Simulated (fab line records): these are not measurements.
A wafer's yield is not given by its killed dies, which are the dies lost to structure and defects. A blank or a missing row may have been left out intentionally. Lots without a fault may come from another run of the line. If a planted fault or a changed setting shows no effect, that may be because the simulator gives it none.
Which tool was responsible?    flow n5Finfet    Sampling: 24 lots, 72 wafers, 6 of 1938 route steps

== WHAT THE GAUGES READ, wafer by wafer ==
N5_BEOL_M1_THK_MEAS_01.
lot   measured      on            M1_ILD_THK (nm)
L074  day 5 20:34   filmMetro-02  77.3 78.5 79.2
L075  day 6 06:59   filmMetro-02  78.8 78.3 79.5
L077  day 6 17:22   filmMetro-01  78.7 78.9 80.2
L076  day 6 19:56   filmMetro-02  78.3 80.6 81.0
L078  day 7 00:01   filmMetro-02  78.1 79.0 78.5
L079  day 7 01:18   filmMetro-02  79.6 78.2 80.2
L080  day 7 10:22   filmMetro-01  79.7 78.6 79.9
L081  day 7 16:47   filmMetro-02  77.7 78.3 79.5
L082  day 7 22:29   filmMetro-01  77.2 78.6 78.3
L083  day 8 09:21   filmMetro-01  78.8 77.5 80.0
L085  day 8 15:58   filmMetro-01  78.4 77.6 79.5
L084  day 8 22:42   filmMetro-02  79.2 81.1 81.3
L087  day 9 03:31   filmMetro-02  78.2 79.6 79.4
L086  day 9 07:58   filmMetro-01  77.4 79.2 78.6
L088  day 9 18:20   filmMetro-01  78.3 79.9 80.0
L089  day 9 19:56   filmMetro-02  78.6 78.0 79.3
L090  day 9 20:53   filmMetro-02  79.7 79.5 80.8
L091  day 10 05:44  filmMetro-01  80.3 80.5 80.8
L092  day 10 14:35  filmMetro-02  78.7 79.5 80.1
L093  day 10 18:43  filmMetro-02  78.4 79.6 79.1
L094  day 11 01:17  filmMetro-02  77.5 79.7 78.7
L095  day 11 08:46  filmMetro-02  77.7 78.8 80.7
L096  day 11 09:34  filmMetro-02  78.4 78.6 80.8
L097  day 11 15:10  filmMetro-01  78.8 79.9 80.3

N5_BEOL_M1_OVL_MEAS_12.
lot   measured      on          M1_OVL (nm)
L074  day 5 21:33   overlay-02  -0.1 -0.4 0.4
L075  day 6 09:35   overlay-02  0.1 0.3 -0.1
L077  day 6 18:26   overlay-01  0.5 1.0 1.0
L076  day 6 21:33   overlay-01  1.3 0.7 -0.1
L078  day 7 01:12   overlay-01  0.2 0.6 -0.4
L079  day 7 03:04   overlay-02  0.3 -0.3 1.2
L080  day 7 12:46   overlay-01  0.1 0.9 0.7
L081  day 7 19:45   overlay-02  -0.8 -0.4 -0.3
L082  day 8 01:51   overlay-01  0.3 -0.6 0.4
L083  day 8 10:05   overlay-01  0.6 -0.3 0.1
L085  day 8 17:11   overlay-01  0.0 0.2 -0.1
L084  day 9 01:14   overlay-01  -0.3 0.3 1.0
L087  day 9 05:01   overlay-01  -0.7 -0.8 -1.2
L086  day 9 11:31   overlay-02  -0.1 0.4 0.8
L088  day 9 19:28   overlay-02  -0.5 0.0 0.8
L089  day 9 21:19   overlay-01  -0.4 0.0 0.8
L090  day 9 21:44   overlay-01  1.0 1.5 -0.5
L091  day 10 08:17  overlay-02  0.0 -0.2 -0.4
L092  day 10 17:00  overlay-02  -0.2 0.3 -0.2
L093  day 10 20:34  overlay-01  1.4 0.6 0.8
L094  day 11 03:27  overlay-02  0.6 0.6 0.6
L095  day 11 11:38  overlay-01  0.7 0.8 0.1
L096  day 11 11:53  overlay-02  0.7 0.4 0.5
L097  day 11 17:59  overlay-02  0.5 0.3 0.5

N5_BEOL_M1_CD_MEAS_18: pitch 36 nm, target cd 18 nm.
lot   measured      on        cdNm (nm)
L074  day 5 22:04   cdSem-03  18.33 18.74 18.03
L075  day 6 10:07   cdSem-03  17.55 17.98 17.58
L077  day 6 18:58   cdSem-03  18.42 18.10 17.91
L076  day 6 22:29   cdSem-03  17.95 17.49 18.05
L078  day 7 01:49   cdSem-01  18.06 17.99 17.60
L079  day 7 03:43   cdSem-02  18.17 18.57 18.47
L080  day 7 13:32   cdSem-02  18.44 17.87 18.54
L081  day 7 20:16   cdSem-01  18.26 17.86 18.20
L082  day 8 02:22   cdSem-03  17.79 18.13 17.75
L083  day 8 10:37   cdSem-03  17.71 18.16 18.34
L085  day 8 17:47   cdSem-02  17.85 17.91 17.72
L084  day 9 02:09   cdSem-01  18.38 18.64 18.04
L087  day 9 05:59   cdSem-01  17.80 17.93 17.78
L086  day 9 12:12   cdSem-02  18.15 18.07 18.08
L088  day 9 20:10   cdSem-01  17.90 17.64 18.09
L089  day 9 21:50   cdSem-03  18.00 18.04 17.83
L090  day 9 22:15   cdSem-03  17.69 17.93 17.76
L091  day 10 08:48  cdSem-03  18.01 18.53 17.82
L092  day 10 18:00  cdSem-01  18.74 18.10 18.11
L093  day 10 21:11  cdSem-02  18.24 17.53 17.61
L094  day 11 04:02  cdSem-01  17.94 18.67 17.91
L095  day 11 12:08  cdSem-03  17.81 18.52 17.73
L096  day 11 12:24  cdSem-01  17.78 17.65 17.96
L097  day 11 18:40  cdSem-01  18.03 18.15 17.99

== WHAT TOOL EACH LOT RAN ON (gives the tool, then ch and the chambers of the sampled wafers, and finally the start) ==
lot   N5_BEOL_M0_CMP_120             N5_BEOL_M1_STRIP_66                N5_BEOL_M1_HM_OPEN_17
L074  cmp-03 ch 0,3, day 5 19:48     rieDiel-06 ch 0,3, day 5 21:51     rieMetal-02 ch 0,1, day 5 21:53
L075  cmp-02 ch 1,3, day 6 06:16     rieDiel-02 ch 0,2,3, day 6 09:53   rieMetal-02 ch 1, day 6 09:56
L077  cmp-03 ch 1,2,3, day 6 16:41   rieDiel-02 ch 0,2,3, day 6 18:44   rieMetal-01 ch 0,1, day 6 18:47
L076  cmp-03 ch 2,3, day 6 19:16     rieDiel-03 ch 0,1,2, day 6 22:14   rieMetal-02 ch 0,1, day 6 22:17
L078  cmp-03 ch 0,3, day 6 23:20     rieDiel-06 ch 1,2, day 7 01:30     rieMetal-02 ch 0,1, day 7 01:32
L079  cmp-01 ch 0,3, day 7 00:35     rieDiel-06 ch 1,3, day 7 03:28     rieMetal-02 ch 0,1, day 7 03:31
L080  cmp-01 ch 1,2, day 7 09:43     rieDiel-02 ch 0,3, day 7 13:18     rieMetal-01 ch 0,1, day 7 13:22
L081  cmp-02 ch 1,2,3, day 7 16:06   rieDiel-06 ch 1,2,3, day 7 20:02   rieMetal-02 ch 0,1, day 7 20:05
L082  cmp-01 ch 1,2, day 7 21:47     rieDiel-03 ch 1,3, day 8 02:08     rieMetal-03 ch 1, day 8 02:11
L083  cmp-03 ch 0,1, day 8 08:38     rieDiel-03 ch 1,2, day 8 10:23     rieMetal-02 ch 0,1, day 8 10:25
L085  cmp-03 ch 1,3, day 8 15:19     rieDiel-06 ch 1,2, day 8 17:32     rieMetal-01 ch 0,1, day 8 17:35
L084  cmp-02 ch 0,1,3, day 8 22:01   rieDiel-03 ch 0,2, day 9 01:55     rieMetal-01 ch 0,1, day 9 01:59
L087  cmp-01 ch 0,2, day 9 02:52     rieDiel-03 ch 0,2,3, day 9 05:40   rieMetal-01 ch 0, day 9 05:43
L086  cmp-03 ch 0,2,3, day 9 07:17   rieDiel-06 ch 0,1,2, day 9 11:59   rieMetal-02 ch 0,1, day 9 12:01
L088  cmp-02 ch 0,1,2, day 9 17:41   rieDiel-02 ch 2,3, day 9 19:51     rieMetal-03 ch 1, day 9 19:55
L089  cmp-02 ch 0,3, day 9 19:15     rieDiel-03 ch 0,2,3, day 9 21:37   rieMetal-01 ch 0,1, day 9 21:39
L090  cmp-02 ch 1,2,3, day 9 20:10   rieDiel-03 ch 0,2,3, day 9 22:02   rieMetal-02 ch 0,1, day 9 22:04
L091  cmp-02 ch 2,3, day 10 04:56    rieDiel-06 ch 2,3, day 10 08:34    rieMetal-02 ch 0,1, day 10 08:39
L092  cmp-03 ch 1,2,3, day 10 13:49  rieDiel-02 ch 0,1,3, day 10 17:40  rieMetal-02 ch 0,1, day 10 17:42
L093  cmp-03 ch 0,2,3, day 10 18:02  rieDiel-03 ch 2,3, day 10 20:52    rieMetal-03 ch 0,1, day 10 20:59
L094  cmp-02 ch 1,2,3, day 11 00:38  rieDiel-06 ch 1,2,3, day 11 03:49  rieMetal-03 ch 0,1, day 11 03:53
L095  cmp-03 ch 0,3, day 11 08:04    rieDiel-06 ch 0,1,3, day 11 11:55  rieMetal-01 ch 0,1, day 11 11:58
L096  cmp-01 ch 0,1,2, day 11 08:58  rieDiel-02 ch 2,3, day 11 12:11    rieMetal-01 ch 0,1, day 11 12:13
L097  cmp-01 ch 0,1, day 11 14:31    rieDiel-06 ch 1,2,3, day 11 18:17  rieMetal-03 ch 0,1, day 11 18:21
- N5_BEOL_M0_CMP_120: polishes, stops on SiOC, t overpolish 6.9 s.
- N5_BEOL_M1_STRIP_66: strips in CF4.
- N5_BEOL_M1_HM_OPEN_17: chemistry Cl2/BCl3, target TiN, target depth 20 nm, overetch 6 nm.

== AS READ BY THE TOOLS THEMSELVES (means over the sampled wafers that have a number; for cases with no such wafer, the mark the record gives instead) ==
N5_BEOL_M0_CMP_120.
lot   tool    barrierFieldEndpointS (s)  motorCurrentA (A)  overpolishRunS (s)  padLifeWafers  slurryFlowMlMin  timeToEndpointS (s)
L074  cmp-03  3.65                       5.9                6.900               1142           149.9            65.5
L075  cmp-02  3.57                       6.1                6.889               2054           150.2            63.6
L077  cmp-03  3.75                       6.2                6.904               1310           150.7            60.9
L076  cmp-03  3.62                       6.4                6.899               1334           149.4            62.6
L078  cmp-03  3.72                       6.0                6.895               1375           150.2            63.4
L079  cmp-01  3.50                       6.2                6.903               954            150.2            61.7
L080  cmp-01  3.80                       6.0                6.903               1063           150.3            61.9
L081  cmp-02  3.64                       6.6                6.902               122            149.9            64.0
L082  cmp-01  3.63                       6.1                6.894               1188           150.0            64.9
L083  cmp-03  3.72                       6.5                6.903               1518           149.9            65.2
L085  cmp-03  3.63                       6.4                6.906               1592           149.8            60.6
L084  cmp-02  3.67                       6.5                6.909               356            149.9            65.0
L087  cmp-01  3.64                       5.9                6.898               1460           150.1            65.7
L086  cmp-03  3.76                       6.0                6.906               1723           150.0            63.3
L088  cmp-02  3.58                       6.7                6.905               494            149.7            64.4
L089  cmp-02  3.62                       6.3                6.899               516            149.4            66.3
L090  cmp-02  3.70                       6.4                6.898               523            149.9            63.5
L091  cmp-02  3.70                       5.9                6.905               594            149.8            62.1
L092  cmp-03  3.63                       6.2                6.901               1946           150.2            60.0
L093  cmp-03  3.63                       5.9                6.897               1982           150.0            61.1
L094  cmp-02  3.47                       6.5                6.894               752            150.0            61.2
L095  cmp-03  3.63                       5.9                6.898               2108           149.6            62.9
L096  cmp-01  3.64                       6.0                6.903               1850           149.6            62.6
L097  cmp-01  3.64                       6.4                6.906               1909           149.9            60.3

N5_BEOL_M1_STRIP_66.
lot   tool        drypumpMotorCurrentA (A)  oesProductAu (a.u.)  rfVppV (V)  showerheadPlenumPTorr (Torr)  throttleValvePct (%)
L074  rieDiel-06  5.7                       0.94                 270.3       1.81                          13.30
L075  rieDiel-02  5.4                       0.73                 272.2       1.84                          13.57
L077  rieDiel-02  5.4                       0.72                 272.2       1.84                          13.57
L076  rieDiel-03  5.8                       0.80                 270.9       1.83                          13.60
L078  rieDiel-06  5.8                       0.76                 269.7       1.68                          13.61
L079  rieDiel-06  5.2                       0.77                 269.8       1.77                          13.65
L080  rieDiel-02  5.5                       0.71                 271.0       1.81                          13.56
L081  rieDiel-06  5.6                       0.79                 270.8       1.76                          13.51
L082  rieDiel-03  5.8                       0.79                 272.2       1.80                          13.59
L083  rieDiel-03  5.8                       0.83                 271.7       1.83                          13.56
L085  rieDiel-06  5.5                       0.73                 269.0       1.69                          13.77
L084  rieDiel-03  6.0                       0.72                 272.3       1.82                          13.78
L087  rieDiel-03  5.9                       0.73                 272.3       1.81                          13.73
L086  rieDiel-06  5.7                       0.79                 268.9       1.71                          13.63
L088  rieDiel-02  5.8                       0.72                 272.0       1.82                          13.48
L089  rieDiel-03  5.9                       0.73                 271.3       1.81                          13.74
L090  rieDiel-03  5.9                       0.72                 271.0       1.81                          13.74
L091  rieDiel-06  5.9                       0.80                 270.1       1.74                          13.40
L092  rieDiel-02  5.2                       0.79                 271.7       1.82                          13.53
L093  rieDiel-03  6.2                       0.70                 271.9       1.82                          13.84
L094  rieDiel-06  5.6                       0.77                 269.4       1.75                          13.56
L095  rieDiel-06  5.5                       0.80                 271.3       1.78                          13.55
L096  rieDiel-02  5.8                       0.71                 270.8       1.81                          13.50
L097  rieDiel-06  5.6                       0.76                 270.1       1.75                          13.58

N5_BEOL_M1_HM_OPEN_17.
lot   tool         drypumpMotorCurrentA (A)  oesProductAu (a.u.)  throttleValvePct (%)
L074  rieMetal-02  5.2                       0.68                 22.09
L075  rieMetal-02  5.7                       0.73                 21.94
L077  rieMetal-01  5.6                       0.72                 22.01
L076  rieMetal-02  5.5                       0.70                 22.03
L078  rieMetal-02  5.5                       0.69                 22.03
L079  rieMetal-02  5.5                       0.69                 22.04
L080  rieMetal-01  5.6                       0.70                 22.02
L081  rieMetal-02  5.2                       0.66                 22.12
L082  rieMetal-03  5.9                       0.61                 22.09
L083  rieMetal-02  5.5                       0.67                 22.06
L085  rieMetal-01  5.9                       0.63                 22.16
L084  rieMetal-01  5.9                       0.63                 22.18
L087  rieMetal-01  6.2                       0.56                 22.29
L086  rieMetal-02  5.4                       0.68                 22.05
L088  rieMetal-03  5.8                       0.59                 22.12
L089  rieMetal-01  5.9                       0.62                 22.17
L090  rieMetal-02  5.5                       0.67                 22.05
L091  rieMetal-02  5.2                       0.64                 22.14
L092  rieMetal-02  5.2                       0.64                 22.14
L093  rieMetal-03  5.8                       0.66                 22.03
L094  rieMetal-03  5.7                       0.74                 21.94
L095  rieMetal-01  5.8                       0.61                 22.17
L096  rieMetal-01  5.9                       0.61                 22.18
L097  rieMetal-03  5.7                       0.65                 22.04

== THE ANSWER, worked out from the rows above alone ==
Rule: the usual values come from the lots themselves. The widest of any qualifying gaps counts: lots, ordered by their means at a reading, are off when they make up no more than a third of the lots, leave a main group of 4 or more, and stand apart from it by 3 or more times the standard deviation of that group's means. The tables above print the reading to a certain number of digits; a main group whose means all agree to those digits is not used. Also off: a lot with no number at a reading for which 4 or more lots have one. The other lots that the step has rows for count as sound. First the gauges in route order, then the tools' own readings, where a lot's mean is used as printed above. The first step at which some lot is off is used, and at that step the reading that is off furthest; a lot without a number counts as furthest.
None of the lots is off at any reading shown; this tells nothing.

== WHAT THE SIMULATOR PUT IN ==
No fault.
